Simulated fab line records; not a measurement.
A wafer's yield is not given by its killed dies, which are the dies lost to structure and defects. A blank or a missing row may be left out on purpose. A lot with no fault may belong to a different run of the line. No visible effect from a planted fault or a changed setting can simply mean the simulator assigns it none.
Which tool is to blame? :: flow nand_harc :: 11 lots, 33 wafers sampled, at 6 steps of a route of 1302

== WHAT EACH GAUGE READ, for each wafer ==
NHARC_A_M0_INSPECT_27. Usual: raw_defect_count 499, standard deviation 94.
lot: L257
measured: day 23 15:55
on: defect_inspect-01
raw_defect_count: 445 570 499
flag: 

lot: L260
measured: day 25 08:14
on: defect_inspect-01
raw_defect_count: 720 478 472
flag: 

lot: L262
measured: day 26 01:27
on: defect_inspect-02
raw_defect_count: 682 609 700
flag: 

lot: L264
measured: day 26 03:28
on: defect_inspect-01
raw_defect_count: 470 526 570
flag: 

lot: L263
measured: day 26 16:34
on: defect_inspect-01
raw_defect_count: 444 481 552
flag: 

lot: L267
measured: day 26 20:31
on: defect_inspect-02
raw_defect_count: 520 561 672
flag: 

lot: L266
measured: day 27 08:08
on: defect_inspect-02
raw_defect_count: 439 535 492
flag: 

lot: L268
measured: day 27 12:19
on: defect_inspect-01
raw_defect_count: 688 483 446
flag: 

lot: L272
measured: day 29 09:17
on: defect_inspect-02
raw_defect_count: 334 567 375
flag: 

lot: L273
measured: day 30 02:33
on: defect_inspect-01
raw_defect_count: 538 572 496
flag: 

lot: L279
measured: day 31 16:20
on: defect_inspect-02
raw_defect_count: 436 556 539
flag: 

NHARC_A_M1_THK_MEAS_24: measures by xrf. Usual: thk_nm 153.9 nm, standard deviation 1.7.
lot: L257
measured: day 23 20:02
on: film_metro-02
thk_nm (nm): 154.1 154.1 154.9
flag: 

lot: L260
measured: day 25 12:06
on: film_metro-01
thk_nm (nm): 155.4 153.5 154.7
flag: 

lot: L262
measured: day 26 05:18
on: film_metro-02
thk_nm (nm): 152.8 156.3 152.5
flag: 

lot: L264
measured: day 26 07:25
on: film_metro-02
thk_nm (nm): 154.4 156.0 151.2
flag: 

lot: L263
measured: day 26 20:34
on: film_metro-02
thk_nm (nm): 155.2 154.0 155.9
flag: 

lot: L267
measured: day 27 00:21
on: film_metro-01
thk_nm (nm): 152.2 154.1 152.7
flag: 

lot: L266
measured: day 27 12:03
on: film_metro-02
thk_nm (nm): 150.9 154.8 154.6
flag: 

lot: L268
measured: day 27 16:59
on: film_metro-01
thk_nm (nm): 152.8 151.7 151.6
flag: 

lot: L272
measured: day 29 13:08
on: film_metro-02
thk_nm (nm): 154.3 150.4 155.5
flag: 

lot: L273
measured: day 30 06:34
on: film_metro-01
thk_nm (nm): 154.9 155.1 156.7
flag: 

lot: L279
measured: day 31 20:43
on: film_metro-01
thk_nm (nm): 153.1 154.4 153.0
flag: 

NHARC_A_M1_INSPECT_27. Usual: raw_defect_count 518, standard deviation 120.
lot: L257
measured: day 23 20:12
on: defect_inspect-01
raw_defect_count: 1003 971 575
flag: 

lot: L260
measured: day 25 12:16
on: defect_inspect-02
raw_defect_count: 407 474 551
flag: 

lot: L262
measured: day 26 05:27
on: defect_inspect-02
raw_defect_count: 499 517 420
flag: 

lot: L264
measured: day 26 07:34
on: defect_inspect-02
raw_defect_count: 636 455 486
flag: 

lot: L263
measured: day 26 20:44
on: defect_inspect-02
raw_defect_count: 381 460 321
flag: 

lot: L267
measured: day 27 00:30
on: defect_inspect-02
raw_defect_count: 384 497 349
flag: 

lot: L266
measured: day 27 12:12
on: defect_inspect-02
raw_defect_count: 544 443 428
flag: 

lot: L268
measured: day 27 17:08
on: defect_inspect-02
raw_defect_count: 411 704 426
flag: 

lot: L272
measured: day 29 13:17
on: defect_inspect-01
raw_defect_count: 2051 2015 2312
flag: OFF

lot: L273
measured: day 30 06:43
on: defect_inspect-02
raw_defect_count: 1904 2076 2102
flag: OFF

lot: L279
measured: day 31 20:53
on: defect_inspect-01
raw_defect_count: 558 529 568
flag: 

NHARC_END_SORT_01. Usual: defect_limited_yield 92.4 %, standard deviation 2.2; killed_at_array 46, standard deviation 15; killed_at_other 1.0, standard deviation 1.3; killed_at_periphery 4, standard deviation 3; killed_dies 51, standard deviation 15; killed_open 3.2, standard deviation 1.8; killed_short 2.5, standard deviation 1.5; sort_bin_2_pct 2.7 %, standard deviation 1.1; sort_bin_3_pct 0.6 %, standard deviation 0.34; sort_bin_4_pct 4.3 %, standard deviation 1.3; sort_n_pass 626, standard deviation 15; sort_rim_yield_pct 89 %, standard deviation 4.4; sort_yield_pct 92.4 %, standard deviation 2.2.
lot: L257
measured: day 26 13:53
on: prober-02
defect_limited_yield (%): 90.7 89.4 94.1
killed_at_array: 60 68 39
killed_at_other: 0 3 1
killed_at_periphery: 3 1 0
killed_dies: 63 72 40
killed_open: 5 1 4
killed_short: 1 1 2
sort_bin_2_pct (%): 3.7 3.4 1.8
sort_bin_3_pct (%): 0.4 0.7 0.9
sort_bin_4_pct (%): 5.2 6.5 3.2
sort_n_pass: 614 605 637
sort_rim_yield_pct (%): 88 92 89
sort_yield_pct (%): 90.7 89.4 94.1
flag: 

lot: L260
measured: day 27 00:22
on: prober-01
defect_limited_yield (%): 90.4 93.5 92.5
killed_at_array: 61 40 47
killed_at_other: 0 1 2
killed_at_periphery: 4 3 2
killed_dies: 65 44 51
killed_open: 3 3 3
killed_short: 1 2 2
sort_bin_2_pct (%): 3.5 1.8 2.8
sort_bin_3_pct (%): 0.9 0.3 1.0
sort_bin_4_pct (%): 5.2 4.4 3.7
sort_n_pass: 612 633 626
sort_rim_yield_pct (%): 90 86 80
sort_yield_pct (%): 90.4 93.5 92.5
flag: 

lot: L262
measured: day 27 14:20
on: prober-02
defect_limited_yield (%): 92.9 93.2 93.5
killed_at_array: 46 44 44
killed_at_other: 0 0 0
killed_at_periphery: 2 2 0
killed_dies: 48 46 44
killed_open: 6 4 3
killed_short: 0 1 2
sort_bin_2_pct (%): 1.9 2.1 2.8
sort_bin_3_pct (%): 0.9 0.7 0.6
sort_bin_4_pct (%): 4.3 4.0 3.1
sort_n_pass: 629 631 633
sort_rim_yield_pct (%): 89 88 87
sort_yield_pct (%): 92.9 93.2 93.5
flag: 

lot: L267
measured: day 28 16:05
on: prober-02
defect_limited_yield (%): 94.8 93.6 96.5
killed_at_array: 33 36 19
killed_at_other: 0 0 0
killed_at_periphery: 2 7 5
killed_dies: 35 43 24
killed_open: 6 2 3
killed_short: 5 3 2
sort_bin_2_pct (%): 0.9 2.1 1.2
sort_bin_3_pct (%): 0.1 0.1 0.3
sort_bin_4_pct (%): 4.1 4.1 2.1
sort_n_pass: 642 634 653
sort_rim_yield_pct (%): 92 89 92
sort_yield_pct (%): 94.8 93.6 96.5
flag: 

lot: L266
measured: day 28 22:12
on: prober-02
defect_limited_yield (%): 89.7 93.8 93.5
killed_at_array: 64 32 37
killed_at_other: 0 1 2
killed_at_periphery: 6 9 5
killed_dies: 70 42 44
killed_open: 7 4 2
killed_short: 4 2 6
sort_bin_2_pct (%): 3.4 1.8 2.2
sort_bin_3_pct (%): 0.6 0.6 0.9
sort_bin_4_pct (%): 6.4 3.8 3.4
sort_n_pass: 607 635 633
sort_rim_yield_pct (%): 97 89 89
sort_yield_pct (%): 89.7 93.8 93.5
flag: 

lot: L268
measured: day 29 00:34
on: prober-01
defect_limited_yield (%): 93.2 92.5 93.2
killed_at_array: 41 47 42
killed_at_other: 0 1 0
killed_at_periphery: 5 3 4
killed_dies: 46 51 46
killed_open: 2 0 5
killed_short: 3 2 4
sort_bin_2_pct (%): 1.8 1.5 2.2
sort_bin_3_pct (%): 0.6 0.1 0.1
sort_bin_4_pct (%): 4.4 5.9 4.4
sort_n_pass: 631 626 631
sort_rim_yield_pct (%): 92 91 91
sort_yield_pct (%): 93.2 92.5 93.2
flag: 

lot: L272
measured: day 30 22:49
on: prober-02
defect_limited_yield (%): 12.1 13.0 12.3
killed_at_array: 591 587 591
killed_at_other: 0 0 0
killed_at_periphery: 4 2 3
killed_dies: 595 589 594
killed_open: 3 0 2
killed_short: 2 0 1
sort_bin_2_pct (%): 38.4 41.7 39.7
sort_bin_3_pct (%): 10.5 8.1 11.5
sort_bin_4_pct (%): 39.0 37.2 36.5
sort_n_pass: 82 88 83
sort_rim_yield_pct (%): 11 14 13
sort_yield_pct (%): 12.1 13.0 12.3
flag: OFF

lot: L273
measured: day 31 19:50
on: prober-01
defect_limited_yield (%): 12.9 13.6 13.1
killed_at_array: 589 584 586
killed_at_other: 0 1 1
killed_at_periphery: 1 0 1
killed_dies: 590 585 588
killed_open: 0 2 3
killed_short: 1 1 1
sort_bin_2_pct (%): 43.7 41.5 42.2
sort_bin_3_pct (%): 8.1 9.9 12.7
sort_bin_4_pct (%): 35.3 35.0 31.9
sort_n_pass: 87 92 89
sort_rim_yield_pct (%): 9 14 16
sort_yield_pct (%): 12.9 13.6 13.1
flag: OFF

== EACH LOT AND THE TOOL THAT RAN IT (in order: tool; ch and the chambers of the sampled wafers; start) ==
lot: L257
NHARC_A_M0_ETCH_34: rie_diel-07 ch 0,1,3, day 23 13:32
NHARC_A_M1_CMP_23: cmp-04 ch 2,3, day 23 19:44

lot: L260
NHARC_A_M0_ETCH_34: rie_diel-07 ch 1,3, day 25 05:40
NHARC_A_M1_CMP_23: cmp-04 ch 1,2,3, day 25 11:47

lot: L262
NHARC_A_M0_ETCH_34: rie_diel-03 ch 1,2,3, day 25 23:03
NHARC_A_M1_CMP_23: cmp-01 ch 1,2,3, day 26 05:01

lot: L264
NHARC_A_M0_ETCH_34: rie_diel-03 ch 1,3, day 26 01:01
NHARC_A_M1_CMP_23: cmp-01 ch 0,1,3, day 26 07:06

lot: L263
NHARC_A_M0_ETCH_34: rie_diel-08 ch 0,3, day 26 14:10
NHARC_A_M1_CMP_23: cmp-01 ch 0,1, day 26 20:16

lot: L267
NHARC_A_M0_ETCH_34: rie_diel-03 ch 1,2,3, day 26 18:08
NHARC_A_M1_CMP_23: cmp-01 ch 0,1,3, day 27 00:04

lot: L266
NHARC_A_M0_ETCH_34: rie_diel-03 ch 0,1,2, day 27 05:46
NHARC_A_M1_CMP_23: cmp-03 ch 0,2,3, day 27 11:46

lot: L268
NHARC_A_M0_ETCH_34: rie_diel-03 ch 1,2,3, day 27 09:54
NHARC_A_M1_CMP_23: cmp-04 ch 0,3, day 27 16:41

lot: L272
NHARC_A_M0_ETCH_34: rie_diel-03 ch 0,1,3, day 29 06:54
NHARC_A_M1_CMP_23: cmp-01 ch 0,1,3, day 29 12:49

lot: L273
NHARC_A_M0_ETCH_34: rie_diel-03 ch 0,1,2, day 30 00:04
NHARC_A_M1_CMP_23: cmp-01 ch 0,2,3, day 30 06:14

lot: L279
NHARC_A_M0_ETCH_34: rie_diel-07 ch 1,2,3, day 31 13:55
NHARC_A_M1_CMP_23: cmp-03 ch 1,2,3, day 31 20:24
- NHARC_A_M0_ETCH_34: etches the open film in N2/H2, target depth 40 nm, overetch 12 nm, time 43.94 s.
- NHARC_A_M1_CMP_23: polishes, t overpolish 20 s, target thk 154.34 nm.

== WHAT THE TOOLS THEMSELVES READ (means of the sampled wafers that have a number; where no wafer has one, the mark that the record gives instead) ==
NHARC_A_M0_ETCH_34. Usual: bias_w 150.0 W (standard deviation 0.4); drypump_motor_current_A 5.8 A (standard deviation 0.31); mfc_ar_sccm 0.004 sccm (standard deviation 0.0076); oes_product_au 1.001 a.u. (standard deviation 0.015); rf_vpp_V 430.2 V (standard deviation 2); showerhead_plenum_p_Torr 2.03 Torr (standard deviation 0.065); throttle_valve_pct 14.172 % (standard deviation 0.009).
lot: L257
tool: rie_diel-07
bias_w (W): 149.6
drypump_motor_current_A (A): 5.9
mfc_ar_sccm (sccm): 0.005
oes_product_au (a.u.): 0.995
rf_vpp_V (V): 430.0
showerhead_plenum_p_Torr (Torr): 2.06
throttle_valve_pct (%): 14.174
flag: 

lot: L260
tool: rie_diel-07
bias_w (W): 149.8
drypump_motor_current_A (A): 5.6
mfc_ar_sccm (sccm): 0.007
oes_product_au (a.u.): 0.997
rf_vpp_V (V): 430.4
showerhead_plenum_p_Torr (Torr): 2.05
throttle_valve_pct (%): 14.168
flag: 

lot: L262
tool: rie_diel-03
bias_w (W): 150.0
drypump_motor_current_A (A): 6.0
mfc_ar_sccm (sccm): 0.007
oes_product_au (a.u.): 0.991
rf_vpp_V (V): 430.3
showerhead_plenum_p_Torr (Torr): 2.05
throttle_valve_pct (%): 14.175
flag: 

lot: L264
tool: rie_diel-03
bias_w (W): 150.6
drypump_motor_current_A (A): 5.9
mfc_ar_sccm (sccm): 0.007
oes_product_au (a.u.): 0.985
rf_vpp_V (V): 431.3
showerhead_plenum_p_Torr (Torr): 2.05
throttle_valve_pct (%): 14.170
flag: 

lot: L263
tool: rie_diel-08
bias_w (W): 149.9
drypump_motor_current_A (A): 5.7
mfc_ar_sccm (sccm): 0.000
oes_product_au (a.u.): 1.012
rf_vpp_V (V): 426.8
showerhead_plenum_p_Torr (Torr): 1.91
throttle_valve_pct (%): 14.160
flag: 

lot: L267
tool: rie_diel-03
bias_w (W): 149.7
drypump_motor_current_A (A): 6.0
mfc_ar_sccm (sccm): 0.007
oes_product_au (a.u.): 0.998
rf_vpp_V (V): 430.8
showerhead_plenum_p_Torr (Torr): 2.05
throttle_valve_pct (%): 14.172
flag: 

lot: L266
tool: rie_diel-03
bias_w (W): 150.2
drypump_motor_current_A (A): 5.9
mfc_ar_sccm (sccm): 0.007
oes_product_au (a.u.): 1.007
rf_vpp_V (V): 431.6
showerhead_plenum_p_Torr (Torr): 2.08
throttle_valve_pct (%): 14.182
flag: 

lot: L268
tool: rie_diel-03
bias_w (W): 150.0
drypump_motor_current_A (A): 6.0
mfc_ar_sccm (sccm): 0.007
oes_product_au (a.u.): 1.001
rf_vpp_V (V): 431.0
showerhead_plenum_p_Torr (Torr): 2.05
throttle_valve_pct (%): 14.176
flag: 

lot: L272
tool: rie_diel-03
bias_w (W): 150.0
drypump_motor_current_A (A): 5.8
mfc_ar_sccm (sccm): 0.007
oes_product_au (a.u.): 1.003
rf_vpp_V (V): 431.0
showerhead_plenum_p_Torr (Torr): 2.08
throttle_valve_pct (%): 14.174
flag: 

lot: L273
tool: rie_diel-03
bias_w (W): 150.1
drypump_motor_current_A (A): 5.9
mfc_ar_sccm (sccm): 0.007
oes_product_au (a.u.): 0.996
rf_vpp_V (V): 431.9
showerhead_plenum_p_Torr (Torr): 2.08
throttle_valve_pct (%): 14.172
flag: 

lot: L279
tool: rie_diel-07
bias_w (W): 149.8
drypump_motor_current_A (A): 5.7
mfc_ar_sccm (sccm): 0.003
oes_product_au (a.u.): 0.999
rf_vpp_V (V): 430.3
showerhead_plenum_p_Torr (Torr): 2.03
throttle_valve_pct (%): 14.176
flag: 

NHARC_A_M1_CMP_23. Usual: motor_current_A 11.8 A, standard deviation 1.2; time_to_endpoint_s 28 s, standard deviation 3.2.
lot: L257
tool: cmp-04
motor_current_A (A): 11.1
time_to_endpoint_s (s): 29
flag: 

lot: L260
tool: cmp-04
motor_current_A (A): 11.8
time_to_endpoint_s (s): 31
flag: 

lot: L262
tool: cmp-01
motor_current_A (A): 12.6
time_to_endpoint_s (s): 27
flag: 

lot: L264
tool: cmp-01
motor_current_A (A): 12.3
time_to_endpoint_s (s): 24
flag: 

lot: L263
tool: cmp-01
motor_current_A (A): 13.0
time_to_endpoint_s (s): 27
flag: 

lot: L267
tool: cmp-01
motor_current_A (A): 12.3
time_to_endpoint_s (s): 28
flag: 

lot: L266
tool: cmp-03
motor_current_A (A): 11.2
time_to_endpoint_s (s): 27
flag: 

lot: L268
tool: cmp-04
motor_current_A (A): 11.5
time_to_endpoint_s (s): 29
flag: 

lot: L272
tool: cmp-01
motor_current_A (A): 12.4
time_to_endpoint_s (s): 31
flag: 

lot: L273
tool: cmp-01
motor_current_A (A): 13.0
time_to_endpoint_s (s): 30
flag: 

lot: L279
tool: cmp-03
motor_current_A (A): 10.9
time_to_endpoint_s (s): 28
flag: 

== THE ANSWER, worked out from the rows above alone ==
Rule: a lot is off if the mean of its wafers that have a number lies more than 3 standard deviations from the usual mean. A lot without any number at a reading at which 4 lots or more have one is off too. All remaining lots with rows at the step are treated as sound. After the gauges, taken in route order, come the tools' own readings; for these a lot's mean is taken, as printed above. At the first step where some lot is off, the reading lying furthest off is the one used; lots without a number count as furthest.
Off: L272, L273 (NHARC_A_M1_INSPECT_27, raw_defect_count).
A tool fits if, at a process step before that reading, it ran every lot that is off, and no sound lot after the first of them. The gauges at NHARC_A_M1_INSPECT_27 aren't tried: what is off there is off at NHARC_END_SORT_01 too, on other tools, and a gauge's error can't cause that. This does not decide it: 2 tools fit, namely rie_diel-03 at NHARC_A_M0_ETCH_34 and cmp-01 at NHARC_A_M1_CMP_23.

== WHAT THE SIMULATOR HAD INSERTED ==
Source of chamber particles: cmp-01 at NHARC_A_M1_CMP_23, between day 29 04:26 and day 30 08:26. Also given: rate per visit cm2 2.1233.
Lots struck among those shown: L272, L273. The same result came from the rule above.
